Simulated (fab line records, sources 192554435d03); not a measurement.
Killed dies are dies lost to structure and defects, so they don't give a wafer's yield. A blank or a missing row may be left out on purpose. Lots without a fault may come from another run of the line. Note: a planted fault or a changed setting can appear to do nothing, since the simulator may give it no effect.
A single fault, viewed from 3 desks :: flow n5_finfet :: each desk holds nothing but its own numbers, with what lay behind them at the end

== AT THE TOOL OWNER'S DESK: rie_diel-03 ==
The tool's own readings at N5_BEOL_M5_ETCH_68 (etches SOC in N2/H2, target depth 80 nm, overetch 16 nm, time 120 s): means of the sampled wafers that have a number, for each lot that ran on this tool. Marked OUT: a lot whose mean sits more than 4 standard deviations from the usual mean, which makes it out of limits; the brackets give that distance.
Columns: A = drypump_motor_current_A at N5_BEOL_M5_ETCH_68, usual 5.62 A; B = oes_product_au at N5_BEOL_M5_ETCH_68, usual 0.58 a.u.; C = rf_vpp_V at N5_BEOL_M5_ETCH_68, usual 520.9 V; D = showerhead_plenum_p_Torr at N5_BEOL_M5_ETCH_68, usual 2.44 Torr; E = throttle_valve_pct at N5_BEOL_M5_ETCH_68, usual 17.72 %
lot: L187
first seen here: day 8 13:59
A: 5.61
B: 0.60
C: 520.3
D: 2.41
E: 17.82

lot: L205
first seen here: day 13 02:15
A: 5.40
B: 0.55
C: 518.5
D: 2.35
E: 17.86

lot: L206
first seen here: day 13 17:36
A: 5.39
B: 0.55
C: 518.5
D: 2.36
E: 17.95
This desk's verdict: no lot among the 3 shows anything out of limits.

== THE DEFECT DESK ==
For each lot, the counts of the inspections along the route, averaged over the sampled wafers that have a number. Marked OUT: a lot whose mean sits more than 4 standard deviations from the usual mean, which makes it out of limits; the brackets give that distance.
Columns: A = raw_defect_count at N5_BEOL_M5_INSPECT_30, usual 429
lot: L187
first seen here: day 8 13:25
A: 360

lot: L198
first seen here: day 11 11:04
A: 332

lot: L202
first seen here: day 12 03:29
A: 456

lot: L205
first seen here: day 13 01:59
A: 459

lot: L207
first seen here: day 13 11:32
A: 512

lot: L206
first seen here: day 13 17:29
A: 351
This desk's verdict: no lot among the 6 shows anything out of limits.

== THE METROLOGY DESK ==
Means of the sampled wafers that have a number, per lot and without regard to the tool the lot ran on: this is what the gauges read. Marked OUT: a lot whose mean sits more than 4 standard deviations from the usual mean, which makes it out of limits; the brackets give that distance.
Columns: A = cd_nm at N5_BEOL_M5_CD_MEAS_28, usual 30.60 nm; B = V4_OVL at N5_BEOL_M5_OVL_MEAS_29, usual -0.1 nm
lot: L187
first seen here: day 8 13:19
A: 30.61
B: 0.1

lot: L198
first seen here: day 11 10:59
A: 30.67
B: 0.2

lot: L202
first seen here: day 12 03:24
A: 30.43
B: -0.0

lot: L205
first seen here: day 13 01:53
A: 30.90
B: 0.2

lot: L207
first seen here: day 13 11:26
A: 30.70
B: -0.3

lot: L206
first seen here: day 13 17:23
A: 30.59
B: 0.3
This desk's verdict: no lot among the 6 shows anything out of limits.

== ALL TOGETHER ==
The desk of the tool owner found nothing out of limits.
The defect desk saw nothing out of limits.
At the metrology desk, nothing out of limits was observed.

== WHAT THE SIMULATOR HAD INSERTED ==
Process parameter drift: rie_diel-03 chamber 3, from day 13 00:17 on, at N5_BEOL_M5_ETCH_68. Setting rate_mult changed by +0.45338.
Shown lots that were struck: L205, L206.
